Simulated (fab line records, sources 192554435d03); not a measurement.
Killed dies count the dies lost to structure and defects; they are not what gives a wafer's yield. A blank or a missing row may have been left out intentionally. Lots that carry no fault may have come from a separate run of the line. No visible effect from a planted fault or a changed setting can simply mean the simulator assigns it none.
Which of the tools did it?    flow n5_finfet    24 lots, 72 wafers sampled, at 5 steps of a route of 1938

## WHAT THE GAUGES READ, wafer by wafer
N5_BEOL_M5_CD_MEAS_28: target cd 30.6 nm, target cd y 20 nm. Usual: cd_nm 30.60 nm, standard deviation 0.25.
lot   measured      on         cd_nm (nm)         flag
L074  day 9 07:05   cd_sem-01  30.54 30.63 30.49  
L076  day 9 08:49   cd_sem-03  30.69 30.90 30.58  
L075  day 9 19:20   cd_sem-01  30.52 30.51 30.07  
L079  day 10 12:37  cd_sem-02  30.57 30.42 30.25  
L077  day 10 12:47  cd_sem-01  30.73 30.96 30.49  
L078  day 10 18:43  cd_sem-01  30.48 30.39 30.86  
L081  day 10 18:46  cd_sem-01  30.66 30.44 30.65  
L080  day 11 00:44  cd_sem-01  30.72 30.74 30.58  
L083  day 11 11:43  cd_sem-02  30.55 30.33 30.45  
L082  day 11 18:38  cd_sem-02  30.09 30.24 30.67  
L084  day 12 03:24  cd_sem-03  30.55 30.30 30.81  
L085  day 12 09:48  cd_sem-01  30.42 30.41 30.74  
L086  day 12 09:37  cd_sem-03  30.86 30.55 30.32  
L087  day 12 17:59  cd_sem-03  30.46 30.70 30.60  
L089  day 12 18:02  cd_sem-02  30.26 30.47 30.92  
L088  day 13 12:32  cd_sem-03  30.47 30.75 30.92  
L090  day 13 15:46  cd_sem-03  30.44 30.77 30.89  
L091  day 13 15:57  cd_sem-01  30.13 30.89 30.55  
L092  day 13 21:35  cd_sem-03  30.28 30.47 30.64  
L093  day 14 01:34  cd_sem-01  30.88 30.66 30.47  
L094  day 14 09:41  cd_sem-03  30.21 30.17 30.30  
L095  day 15 07:38  cd_sem-03  30.67 30.62 30.46  
L096  day 15 14:17  cd_sem-02  30.87 30.36 31.27  
L097  day 15 19:49  cd_sem-02  31.10 31.05 30.59  

## TOOL THAT RAN EACH LOT (tool first, then ch and the chambers of the sampled wafers, then the start)
lot   N5_BEOL_M4_ANNEAL_95          N5_BEOL_M4_PRE_CLEAN_60           N5_BEOL_M5_CURE_79             N5_BEOL_M5_HM_DEP_02
L074  pvd_sputter-01, day 8 23:53   cvd_co-02 ch 1,2, day 9 00:58     uv_cure-03 ch 2, day 9 02:18   pvd_sputter-03, day 9 03:11
L076  pvd_sputter-02, day 9 02:48   cvd_co-02 ch 0,1,2, day 9 03:50   uv_cure-02 ch 1, day 9 05:13   pvd_sputter-02, day 9 07:25
L075  pvd_sputter-01, day 9 07:52   cvd_co-02 ch 0,2, day 9 08:57     uv_cure-02 ch 2, day 9 10:18   pvd_sputter-03, day 9 13:06
L079  pvd_sputter-02, day 10 05:13  cvd_co-02 ch 0,1,2, day 10 06:11  uv_cure-01 ch 1, day 10 07:44  pvd_sputter-01, day 10 09:46
L077  pvd_sputter-02, day 10 07:05  cvd_co-01 ch 0,1, day 10 08:03    uv_cure-02 ch 1, day 10 09:21  pvd_sputter-02, day 10 10:14
L078  pvd_sputter-01, day 10 12:15  cvd_co-01 ch 0,2, day 10 13:13    uv_cure-02 ch 0, day 10 14:32  pvd_sputter-02, day 10 16:43
L081  pvd_sputter-03, day 10 12:26  cvd_co-02 ch 0,2, day 10 13:30    uv_cure-03 ch 1, day 10 14:49  pvd_sputter-02, day 10 17:08
L080  pvd_sputter-02, day 10 16:11  cvd_co-02 ch 0,1,2, day 10 17:09  uv_cure-01 ch 1, day 10 18:34  pvd_sputter-03, day 10 19:50
L083  pvd_sputter-03, day 11 03:59  cvd_co-02 ch 0,2, day 11 04:58    uv_cure-03 ch 1, day 11 06:16  pvd_sputter-02, day 11 09:40
L082  pvd_sputter-03, day 11 13:47  cvd_co-02 ch 0,1, day 11 14:46    uv_cure-03 ch 0, day 11 16:04  pvd_sputter-01, day 11 17:04
L084  pvd_sputter-02, day 11 22:30  cvd_co-02 ch 0,2, day 11 23:28    uv_cure-01 ch 0, day 12 00:50  pvd_sputter-02, day 12 01:53
L085  pvd_sputter-03, day 11 22:38  cvd_co-02 ch 0,2, day 11 23:37    uv_cure-03 ch 0, day 12 01:04  pvd_sputter-03, day 12 03:34
L086  pvd_sputter-02, day 12 00:20  cvd_co-02 ch 0,1,2, day 12 01:19  uv_cure-03 ch 2, day 12 02:36  pvd_sputter-01, day 12 03:59
L087  pvd_sputter-02, day 12 03:36  cvd_co-02 ch 0,1, day 12 06:10    uv_cure-01 ch 1, day 12 08:19  pvd_sputter-03, day 12 10:35
L089  pvd_sputter-02, day 12 10:04  cvd_co-02 ch 0,1, day 12 13:31    uv_cure-02 ch 1, day 12 15:01  pvd_sputter-03, day 12 16:23
L088  pvd_sputter-02, day 13 06:36  cvd_co-02 ch 1,2, day 13 08:41    uv_cure-03 ch 2, day 13 10:01  pvd_sputter-03, day 13 10:55
L090  pvd_sputter-01, day 13 10:11  cvd_co-02 ch 0,1, day 13 11:10    uv_cure-03 ch 0, day 13 12:29  pvd_sputter-02, day 13 13:05
L091  pvd_sputter-03, day 13 10:25  cvd_co-02 ch 1,2, day 13 11:26    uv_cure-03 ch 1, day 13 13:03  pvd_sputter-03, day 13 13:35
L092  pvd_sputter-01, day 13 15:32  cvd_co-02 ch 0,1,2, day 13 16:30  uv_cure-03 ch 0, day 13 17:53  pvd_sputter-02, day 13 20:14
L093  pvd_sputter-01, day 13 17:30  cvd_co-02 ch 0,2, day 13 18:28    uv_cure-01 ch 0, day 13 19:51  pvd_sputter-02, day 13 21:07
L094  pvd_sputter-01, day 14 03:10  cvd_co-02 ch 1,2, day 14 04:11    uv_cure-03 ch 0, day 14 05:52  pvd_sputter-02, day 14 07:00
L095  pvd_sputter-03, day 15 01:35  cvd_co-02 ch 0,2, day 15 02:45    uv_cure-01 ch 1, day 15 04:06  pvd_sputter-03, day 15 05:03
L096  pvd_sputter-02, day 15 07:32  cvd_co-02 ch 0,2, day 15 08:46    uv_cure-02 ch 2, day 15 10:12  pvd_sputter-02, day 15 11:28
L097  pvd_sputter-02, day 15 10:58  cvd_co-01 ch 1,2, day 15 12:46    uv_cure-03 ch 1, day 15 14:03  pvd_sputter-03, day 15 15:35
- N5_BEOL_M4_ANNEAL_95: time 240 s.
- N5_BEOL_M4_PRE_CLEAN_60: time 15 s.
- N5_BEOL_M5_CURE_79: cures SiCOH lowk, time 240 s.
- N5_BEOL_M5_HM_DEP_02: deposits TiN, target thk 20 nm.

## WHAT THE TOOLS THEMSELVES READ (means of the sampled wafers that have a number; where no wafer has one, the mark that the record gives instead)
N5_BEOL_M4_ANNEAL_95. Usual: heater_power_w 832 W, standard deviation 49.
lot   tool            heater_power_w (W)  flag
L074  pvd_sputter-01  776                 
L076  pvd_sputter-02  870                 
L075  pvd_sputter-01  779                 
L079  pvd_sputter-02  866                 
L077  pvd_sputter-02  883                 
L078  pvd_sputter-01  849                 
L081  pvd_sputter-03  843                 
L080  pvd_sputter-02  865                 
L083  pvd_sputter-03  816                 
L082  pvd_sputter-03  842                 
L084  pvd_sputter-02  869                 
L085  pvd_sputter-03  822                 
L086  pvd_sputter-02  847                 
L087  pvd_sputter-02  857                 
L089  pvd_sputter-02  877                 
L088  pvd_sputter-02  872                 
L090  pvd_sputter-01  755                 
L091  pvd_sputter-03  791                 
L092  pvd_sputter-01  796                 
L093  pvd_sputter-01  801                 
L094  pvd_sputter-01  798                 
L095  pvd_sputter-03  849                 
L096  pvd_sputter-02  865                 
L097  pvd_sputter-02  863                 

N5_BEOL_M4_PRE_CLEAN_60. Usual: heater_power_outer_w 16 W, standard deviation 13; heater_power_w 79 W, standard deviation 24.
lot   tool       heater_power_outer_w (W)  heater_power_w (W)  flag
L074  cvd_co-02  6                         63                  
L076  cvd_co-02  14                        77                  
L075  cvd_co-02  23                        91                  
L079  cvd_co-02  15                        77                  
L077  cvd_co-01  14                        73                  
L078  cvd_co-01  17                        79                  
L081  cvd_co-02  22                        92                  
L080  cvd_co-02  15                        76                  
L083  cvd_co-02  13                        72                  
L082  cvd_co-02  16                        82                  
L084  cvd_co-02  13                        73                  
L085  cvd_co-02  13                        73                  
L086  cvd_co-02  15                        77                  
L087  cvd_co-02  16                        81                  
L089  cvd_co-02  25                        97                  
L088  cvd_co-02  4                         58                  
L090  cvd_co-02  16                        83                  
L091  cvd_co-02  5                         57                  
L092  cvd_co-02  15                        77                  
L093  cvd_co-02  23                        94                  
L094  cvd_co-02  6                         62                  
L095  cvd_co-02  13                        72                  
L096  cvd_co-02  24                        92                  
L097  cvd_co-01  16                        75                  

N5_BEOL_M5_CURE_79. Usual: lamp_power_pct 52.32 %, standard deviation 0.054; wafer_temp_C_max 386.4, standard deviation 0.41.
lot   tool        lamp_power_pct (%)  wafer_temp_C_max  flag
L074  uv_cure-03  52.27               386.6             
L076  uv_cure-02  52.37               386.4             
L075  uv_cure-02  52.27               386.9             
L079  uv_cure-01  52.33               386.4             
L077  uv_cure-02  52.31               386.6             
L078  uv_cure-02  52.32               386.3             
L081  uv_cure-03  52.31               386.6             
L080  uv_cure-01  52.24               386.4             
L083  uv_cure-03  52.31               386.2             
L082  uv_cure-03  52.32               386.3             
L084  uv_cure-01  52.35               386.6             
L085  uv_cure-03  52.31               386.0             
L086  uv_cure-03  52.30               386.8             
L087  uv_cure-01  52.33               386.4             
L089  uv_cure-02  52.34               386.4             
L088  uv_cure-03  52.34               386.6             
L090  uv_cure-03  52.34               385.5             
L091  uv_cure-03  52.29               386.9             
L092  uv_cure-03  52.34               386.1             
L093  uv_cure-01  52.29               386.6             
L094  uv_cure-03  52.29               385.9             
L095  uv_cure-01  52.34               386.1             
L096  uv_cure-02  52.31               386.4             
L097  uv_cure-03  52.32               386.1             

N5_BEOL_M5_HM_DEP_02. Usual: substrate_temp_c 24.98 C, standard deviation 0.1; throttle_valve_pct 30.3 %, standard deviation 0.54.
lot   tool            substrate_temp_c (C)  throttle_valve_pct (%)  flag
L074  pvd_sputter-03  25.03                 30.1                    
L076  pvd_sputter-02  24.99                 30.2                    
L075  pvd_sputter-03  25.02                 30.1                    
L079  pvd_sputter-01  24.90                 31.1                    
L077  pvd_sputter-02  24.96                 30.5                    
L078  pvd_sputter-02  25.00                 30.4                    
L081  pvd_sputter-02  24.94                 30.4                    
L080  pvd_sputter-03  24.90                 30.4                    
L083  pvd_sputter-02  25.02                 29.8                    
L082  pvd_sputter-01  24.92                 30.4                    
L084  pvd_sputter-02  24.96                 30.4                    
L085  pvd_sputter-03  24.96                 30.2                    
L086  pvd_sputter-01  24.94                 30.8                    
L087  pvd_sputter-03  24.86                 30.2                    
L089  pvd_sputter-03  24.86                 30.1                    
L088  pvd_sputter-03  24.99                 30.4                    
L090  pvd_sputter-02  24.96                 30.5                    
L091  pvd_sputter-03  24.98                 30.1                    
L092  pvd_sputter-02  25.00                 30.6                    
L093  pvd_sputter-02  25.03                 30.3                    
L094  pvd_sputter-02  25.08                 30.5                    
L095  pvd_sputter-03  25.00                 30.0                    
L096  pvd_sputter-02  25.06                 30.7                    
L097  pvd_sputter-03  25.07                 30.0                    

## THE ANSWER, worked out from the rows above alone
Rule: a lot is off if the mean of its wafers that have a number lies more than 3 standard deviations from the usual mean. Also off: a lot with no number at a reading for which 4 or more lots have one. All remaining lots with rows at the step are treated as sound. After the gauges, taken in route order, come the tools' own readings; for these a lot's mean is taken, as printed above. At the first step where some lot is off, the reading lying furthest off is the one used; lots without a number count as furthest.
Across all readings shown, no lot is off: no conclusion can be drawn from this.

## WHAT HAD BEEN PUT IN BY THE SIMULATOR
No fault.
